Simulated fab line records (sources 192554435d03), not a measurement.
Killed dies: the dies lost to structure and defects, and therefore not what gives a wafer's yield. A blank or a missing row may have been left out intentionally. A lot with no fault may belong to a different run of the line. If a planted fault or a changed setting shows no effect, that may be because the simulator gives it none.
The tool behind it: which one? || flow n5Finfet || 24 lots with 72 wafers sampled at 3 steps, on a route of 1938 steps

== WHAT EACH GAUGE READ, for each wafer ==
N5_FIN_SAQP_CD_MEAS_16 targets a cd of 35.6 nm. Usual: cdNm at 35.7 nm, with a standard deviation of 0.37.
{"lot": "L074", "measured": "day 1 23:32", "on": "cdSem-01", "cdNm (nm)": "35.3 35.1 35.6", "flag": ""}
{"lot": "L075", "measured": "day 2 04:12", "on": "cdSem-02", "cdNm (nm)": "35.8 36.6 35.7", "flag": ""}
{"lot": "L076", "measured": "day 2 09:36", "on": "cdSem-03", "cdNm (nm)": "35.7 36.0 35.9", "flag": ""}
{"lot": "L077", "measured": "day 2 16:02", "on": "cdSem-01", "cdNm (nm)": "35.3 35.3 35.0", "flag": ""}
{"lot": "L078", "measured": "day 2 21:57", "on": "cdSem-02", "cdNm (nm)": "35.7 35.2 35.7", "flag": ""}
{"lot": "L079", "measured": "day 3 05:01", "on": "cdSem-02", "cdNm (nm)": "35.5 35.5 35.4", "flag": ""}
{"lot": "L080", "measured": "day 3 09:56", "on": "cdSem-01", "cdNm (nm)": "35.9 35.7 35.1", "flag": ""}
{"lot": "L081", "measured": "day 3 16:27", "on": "cdSem-01", "cdNm (nm)": "36.3 36.5 36.7", "flag": ""}
{"lot": "L082", "measured": "day 3 23:01", "on": "cdSem-01", "cdNm (nm)": "35.6 35.2 35.9", "flag": ""}
{"lot": "L083", "measured": "day 4 03:39", "on": "cdSem-03", "cdNm (nm)": "35.1 35.4 35.5", "flag": ""}
{"lot": "L084", "measured": "day 4 09:50", "on": "cdSem-01", "cdNm (nm)": "36.1 36.1 35.6", "flag": ""}
{"lot": "L085", "measured": "day 4 17:34", "on": "cdSem-03", "cdNm (nm)": "36.4 36.4 36.1", "flag": ""}
{"lot": "L086", "measured": "day 4 23:10", "on": "cdSem-01", "cdNm (nm)": "35.0 35.3 35.1", "flag": ""}
{"lot": "L087", "measured": "day 5 05:01", "on": "cdSem-02", "cdNm (nm)": "35.6 35.8 35.6", "flag": ""}
{"lot": "L088", "measured": "day 5 09:50", "on": "cdSem-02", "cdNm (nm)": "35.4 35.7 35.3", "flag": ""}
{"lot": "L089", "measured": "day 5 15:31", "on": "cdSem-02", "cdNm (nm)": "35.7 35.6 35.4", "flag": ""}
{"lot": "L090", "measured": "day 5 22:28", "on": "cdSem-03", "cdNm (nm)": "36.4 36.0 36.0", "flag": ""}
{"lot": "L091", "measured": "day 6 04:02", "on": "cdSem-02", "cdNm (nm)": "35.6 35.3 35.3", "flag": ""}
{"lot": "L092", "measured": "day 6 09:35", "on": "cdSem-02", "cdNm (nm)": "35.4 35.3 35.4", "flag": ""}
{"lot": "L093", "measured": "day 6 18:26", "on": "cdSem-02", "cdNm (nm)": "35.6 35.9 35.8", "flag": ""}
{"lot": "L094", "measured": "day 6 22:26", "on": "cdSem-01", "cdNm (nm)": "35.7 35.6 35.8", "flag": ""}
{"lot": "L095", "measured": "day 7 06:20", "on": "cdSem-01", "cdNm (nm)": "36.3 36.2 35.5", "flag": ""}
{"lot": "L096", "measured": "day 7 10:50", "on": "cdSem-01", "cdNm (nm)": "35.7 35.6 35.3", "flag": ""}
{"lot": "L097", "measured": "day 7 16:19", "on": "cdSem-03", "cdNm (nm)": "35.7 35.3 36.0", "flag": ""}

N5_FIN_CUT_OVL_MEAS_09. Usual: for FIN_CUT_OVL the level is 0.2 nm and the standard deviation is 0.74.
{"lot": "L074", "measured": "day 2 04:37", "on": "overlay-01", "FIN_CUT_OVL (nm)": "1.4 1.0 1.7", "flag": ""}
{"lot": "L075", "measured": "day 2 09:19", "on": "overlay-01", "FIN_CUT_OVL (nm)": "0.0 -0.3 -0.3", "flag": ""}
{"lot": "L076", "measured": "day 2 15:07", "on": "overlay-01", "FIN_CUT_OVL (nm)": "-1.6 -0.7 -0.3", "flag": ""}
{"lot": "L077", "measured": "day 2 21:10", "on": "overlay-01", "FIN_CUT_OVL (nm)": "-1.0 -0.6 -0.1", "flag": ""}
{"lot": "L078", "measured": "day 3 03:21", "on": "overlay-01", "FIN_CUT_OVL (nm)": "-0.6 0.5 0.1", "flag": ""}
{"lot": "L079", "measured": "day 3 09:49", "on": "overlay-02", "FIN_CUT_OVL (nm)": "0.1 0.4 -0.1", "flag": ""}
{"lot": "L080", "measured": "day 3 14:41", "on": "overlay-02", "FIN_CUT_OVL (nm)": "0.5 -0.2 -1.0", "flag": ""}
{"lot": "L081", "measured": "day 3 23:17", "on": "overlay-02", "FIN_CUT_OVL (nm)": "1.0 -0.2 1.1", "flag": ""}
{"lot": "L082", "measured": "day 4 04:02", "on": "overlay-01", "FIN_CUT_OVL (nm)": "1.6 1.6 1.6", "flag": ""}
{"lot": "L083", "measured": "day 4 08:38", "on": "overlay-01", "FIN_CUT_OVL (nm)": "0.9 1.4 0.9", "flag": ""}
{"lot": "L084", "measured": "day 4 14:58", "on": "overlay-01", "FIN_CUT_OVL (nm)": "0.1 0.7 -0.1", "flag": ""}
{"lot": "L085", "measured": "day 4 22:34", "on": "overlay-01", "FIN_CUT_OVL (nm)": "0.5 0.6 0.6", "flag": ""}
{"lot": "L086", "measured": "day 5 05:36", "on": "overlay-02", "FIN_CUT_OVL (nm)": "0.2 0.9 -0.1", "flag": ""}
{"lot": "L087", "measured": "day 5 10:34", "on": "overlay-01", "FIN_CUT_OVL (nm)": "0.3 0.0 1.1", "flag": ""}
{"lot": "L088", "measured": "day 5 14:43", "on": "overlay-02", "FIN_CUT_OVL (nm)": "0.7 0.4 -0.1", "flag": ""}
{"lot": "L089", "measured": "day 5 21:16", "on": "overlay-02", "FIN_CUT_OVL (nm)": "0.6 -0.4 -0.2", "flag": ""}
{"lot": "L090", "measured": "day 6 03:10", "on": "overlay-01", "FIN_CUT_OVL (nm)": "-0.1 -1.1 0.2", "flag": ""}
{"lot": "L091", "measured": "day 6 09:02", "on": "overlay-02", "FIN_CUT_OVL (nm)": "0.7 0.6 1.3", "flag": ""}
{"lot": "L092", "measured": "day 6 19:16", "on": "overlay-01", "FIN_CUT_OVL (nm)": "-0.7 -0.1 0.4", "flag": ""}
{"lot": "L093", "measured": "day 7 00:53", "on": "overlay-01", "FIN_CUT_OVL (nm)": "-0.1 -0.3 -0.8", "flag": ""}
{"lot": "L094", "measured": "day 7 05:37", "on": "overlay-02", "FIN_CUT_OVL (nm)": "0.4 0.0 1.4", "flag": ""}
{"lot": "L095", "measured": "day 7 11:34", "on": "overlay-02", "FIN_CUT_OVL (nm)": "-0.3 -0.5 0.6", "flag": ""}
{"lot": "L096", "measured": "day 7 16:14", "on": "overlay-01", "FIN_CUT_OVL (nm)": "-0.3 0.1 0.3", "flag": ""}
{"lot": "L097", "measured": "day 7 20:54", "on": "overlay-02", "FIN_CUT_OVL (nm)": "-1.6 -1.1 -0.5", "flag": ""}

== EACH LOT AND THE TOOL THAT RAN IT (in order: tool; ch and the chambers of the sampled wafers; start) ==
{"lot": "L074", "N5_FIN_SAQP_ETCH_65": "rieSi-05 ch 0,1, day 2 02:12"}
{"lot": "L075", "N5_FIN_SAQP_ETCH_65": "rieSi-03 ch 1,2,3, day 2 06:27"}
{"lot": "L076", "N5_FIN_SAQP_ETCH_65": "rieSi-05 ch 0,1,2, day 2 12:44"}
{"lot": "L077", "N5_FIN_SAQP_ETCH_65": "rieSi-05 ch 0,2,3, day 2 18:40"}
{"lot": "L078", "N5_FIN_SAQP_ETCH_65": "rieSi-06 ch 0,2, day 3 00:46"}
{"lot": "L079", "N5_FIN_SAQP_ETCH_65": "rieSi-06 ch 1,2,3, day 3 07:28"}
{"lot": "L080", "N5_FIN_SAQP_ETCH_65": "rieSi-03 ch 0,2, day 3 12:12"}
{"lot": "L081", "N5_FIN_SAQP_ETCH_65": "rieSi-05 ch 0,3, day 3 19:16"}
{"lot": "L082", "N5_FIN_SAQP_ETCH_65": "rieSi-06 ch 0,2,3, day 4 01:23"}
{"lot": "L083", "N5_FIN_SAQP_ETCH_65": "rieSi-03 ch 1,2, day 4 06:11"}
{"lot": "L084", "N5_FIN_SAQP_ETCH_65": "rieSi-05 ch 0,2,3, day 4 12:19"}
{"lot": "L085", "N5_FIN_SAQP_ETCH_65": "rieSi-05 ch 0,3, day 4 20:10"}
{"lot": "L086", "N5_FIN_SAQP_ETCH_65": "rieSi-05 ch 0,3, day 5 02:46"}
{"lot": "L087", "N5_FIN_SAQP_ETCH_65": "rieSi-05 ch 1,2,3, day 5 07:47"}
{"lot": "L088", "N5_FIN_SAQP_ETCH_65": "rieSi-05 ch 0,1,2, day 5 12:11"}
{"lot": "L089", "N5_FIN_SAQP_ETCH_65": "rieSi-05 ch 0,1, day 5 18:38"}
{"lot": "L090", "N5_FIN_SAQP_ETCH_65": "rieSi-03 ch 0,1,2, day 6 00:44"}
{"lot": "L091", "N5_FIN_SAQP_ETCH_65": "rieSi-06 ch 0,2,3, day 6 06:37"}
{"lot": "L092", "N5_FIN_SAQP_ETCH_65": "rieSi-05 ch 0,2, day 6 14:18"}
{"lot": "L093", "N5_FIN_SAQP_ETCH_65": "rieSi-03 ch 0,2, day 6 21:51"}
{"lot": "L094", "N5_FIN_SAQP_ETCH_65": "rieSi-05 ch 0,2,3, day 7 02:53"}
{"lot": "L095", "N5_FIN_SAQP_ETCH_65": "rieSi-03 ch 0,1,3, day 7 08:56"}
{"lot": "L096", "N5_FIN_SAQP_ETCH_65": "rieSi-05 ch 0,3, day 7 13:43"}
{"lot": "L097", "N5_FIN_SAQP_ETCH_65": "rieSi-03 ch 1,2,3, day 7 18:35"}
- N5_FIN_SAQP_ETCH_65: etches SiO2 in CF4, target depth 4 nm, time 4.4 s.

== AS READ BY THE TOOLS THEMSELVES (means over the sampled wafers that have a number; for cases with no such wafer, the mark the record gives instead) ==
N5_FIN_SAQP_ETCH_65. Usual: drypumpMotorCurrentA 5.9 A, standard deviation 0.38; oesProductAu 0.991 a.u., standard deviation 0.019; throttleValvePct 21.74 %, standard deviation 0.23.
{"lot": "L074", "tool": "rieSi-05", "drypumpMotorCurrentA (A)": 5.7, "oesProductAu (a.u.)": 1.007, "throttleValvePct (%)": 21.54, "flag": ""}
{"lot": "L075", "tool": "rieSi-03", "drypumpMotorCurrentA (A)": 5.8, "oesProductAu (a.u.)": 0.978, "throttleValvePct (%)": 21.78, "flag": ""}
{"lot": "L076", "tool": "rieSi-05", "drypumpMotorCurrentA (A)": 5.9, "oesProductAu (a.u.)": 0.992, "throttleValvePct (%)": 21.78, "flag": ""}
{"lot": "L077", "tool": "rieSi-05", "drypumpMotorCurrentA (A)": 5.9, "oesProductAu (a.u.)": 0.998, "throttleValvePct (%)": 21.83, "flag": ""}
{"lot": "L078", "tool": "rieSi-06", "drypumpMotorCurrentA (A)": 6.1, "oesProductAu (a.u.)": 1.008, "throttleValvePct (%)": 21.64, "flag": ""}
{"lot": "L079", "tool": "rieSi-06", "drypumpMotorCurrentA (A)": 6.1, "oesProductAu (a.u.)": 0.990, "throttleValvePct (%)": 21.53, "flag": ""}
{"lot": "L080", "tool": "rieSi-03", "drypumpMotorCurrentA (A)": 5.6, "oesProductAu (a.u.)": 0.976, "throttleValvePct (%)": 21.84, "flag": ""}
{"lot": "L081", "tool": "rieSi-05", "drypumpMotorCurrentA (A)": 5.6, "oesProductAu (a.u.)": 1.002, "throttleValvePct (%)": 21.66, "flag": ""}
{"lot": "L082", "tool": "rieSi-06", "drypumpMotorCurrentA (A)": 6.0, "oesProductAu (a.u.)": 1.000, "throttleValvePct (%)": 21.56, "flag": ""}
{"lot": "L083", "tool": "rieSi-03", "drypumpMotorCurrentA (A)": 5.7, "oesProductAu (a.u.)": 0.994, "throttleValvePct (%)": 21.71, "flag": ""}
{"lot": "L084", "tool": "rieSi-05", "drypumpMotorCurrentA (A)": 5.9, "oesProductAu (a.u.)": 0.993, "throttleValvePct (%)": 21.83, "flag": ""}
{"lot": "L085", "tool": "rieSi-05", "drypumpMotorCurrentA (A)": 5.7, "oesProductAu (a.u.)": 1.009, "throttleValvePct (%)": 21.59, "flag": ""}
{"lot": "L086", "tool": "rieSi-05", "drypumpMotorCurrentA (A)": 5.6, "oesProductAu (a.u.)": 1.000, "throttleValvePct (%)": 21.66, "flag": ""}
{"lot": "L087", "tool": "rieSi-05", "drypumpMotorCurrentA (A)": 5.8, "oesProductAu (a.u.)": 0.979, "throttleValvePct (%)": 21.84, "flag": ""}
{"lot": "L088", "tool": "rieSi-05", "drypumpMotorCurrentA (A)": 5.9, "oesProductAu (a.u.)": 0.988, "throttleValvePct (%)": 21.78, "flag": ""}
{"lot": "L089", "tool": "rieSi-05", "drypumpMotorCurrentA (A)": 5.7, "oesProductAu (a.u.)": 0.999, "throttleValvePct (%)": 21.54, "flag": ""}
{"lot": "L090", "tool": "rieSi-03", "drypumpMotorCurrentA (A)": 5.9, "oesProductAu (a.u.)": 0.995, "throttleValvePct (%)": 21.85, "flag": ""}
{"lot": "L091", "tool": "rieSi-06", "drypumpMotorCurrentA (A)": 6.0, "oesProductAu (a.u.)": 1.003, "throttleValvePct (%)": 21.55, "flag": ""}
{"lot": "L092", "tool": "rieSi-05", "drypumpMotorCurrentA (A)": 6.0, "oesProductAu (a.u.)": 1.007, "throttleValvePct (%)": 21.77, "flag": ""}
{"lot": "L093", "tool": "rieSi-03", "drypumpMotorCurrentA (A)": 5.6, "oesProductAu (a.u.)": 0.980, "throttleValvePct (%)": 21.83, "flag": ""}
{"lot": "L094", "tool": "rieSi-05", "drypumpMotorCurrentA (A)": 5.9, "oesProductAu (a.u.)": 0.996, "throttleValvePct (%)": 21.83, "flag": ""}
{"lot": "L095", "tool": "rieSi-03", "drypumpMotorCurrentA (A)": 6.0, "oesProductAu (a.u.)": 0.991, "throttleValvePct (%)": 21.89, "flag": ""}
{"lot": "L096", "tool": "rieSi-05", "drypumpMotorCurrentA (A)": 5.6, "oesProductAu (a.u.)": 1.006, "throttleValvePct (%)": 21.66, "flag": ""}
{"lot": "L097", "tool": "rieSi-03", "drypumpMotorCurrentA (A)": 5.8, "oesProductAu (a.u.)": 0.986, "throttleValvePct (%)": 21.77, "flag": ""}

== THE ANSWER, worked out from the rows above alone ==
Rule: lot off if the mean of its wafers having a number is beyond 3 standard deviations from the usual mean. A lot without any number at a reading at which 4 lots or more have one is off too. The other lots that the step has rows for count as sound. The gauges are gone through in route order, then the tools' own readings, and for those a lot's mean is taken as printed above. The first step at which some lot is off is used, and at that step the reading that is off furthest; a lot without a number counts as furthest.
None of the lots is off at any reading shown; this tells nothing.

== WHAT THE SIMULATOR HAD INSERTED ==
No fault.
